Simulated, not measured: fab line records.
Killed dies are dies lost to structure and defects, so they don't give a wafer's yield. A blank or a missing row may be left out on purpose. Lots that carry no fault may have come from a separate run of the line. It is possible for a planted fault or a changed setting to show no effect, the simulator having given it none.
Chamber matching	flow n5Finfet	N5_FIN_SAQP_PECVD_47 on pecvd-02: 3 sister chambers
The step deposits a-Si from SiH4/He, target thk 45 nm, time 36.3 s. 3 wafers are shown with their chamber, then 7 later ones without.

WAFERS, EACH WITH ITS CHAMBER
wafer	chamber	showerheadPlenumPTorr (Torr)
L084.4	0	5.67
L087.2	1	5.73
L087.3	2	5.70

WAFERS MISSING THEIR CHAMBER
wafer	showerheadPlenumPTorr (Torr)
L087.6	5.68
L094.2	5.72
L094.3	5.69
L094.5	5.69
L096.4	5.69
L096.5	5.72
L096.6	5.70

WHICH CHAMBER EACH ONE RAN IN
wafer	from the rows above	in truth
L087.6	can't be placed: 0 or 2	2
L094.2	can't be placed: 1 or 2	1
L094.3	can't be placed: 2 or 0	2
L094.5	can't be placed: 2 or 0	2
L096.4	can't be placed: 2 or 0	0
L096.5	can't be placed: 1 or 2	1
L096.6	2	2
1 of 7 placed correctly. Not placeable from these rows: 6 (in 6, the candidates include the true chamber). Number placed wrongly: 0.
How it was worked out, from the rows above alone: a wafer's distance from a chamber is the root of the sum, over the readings, of the square of ((its reading less the chamber's mean) divided by the reading's scatter). The wafer belongs to the nearest chamber; if the next one is less than 2 further off, it can't be placed. For every chamber, the mean is computed from those of its wafers that are shown. The scatter: with one shown wafer a chamber, the root of the mean of the squares of how far each hidden wafer lies from its nearest shown one.
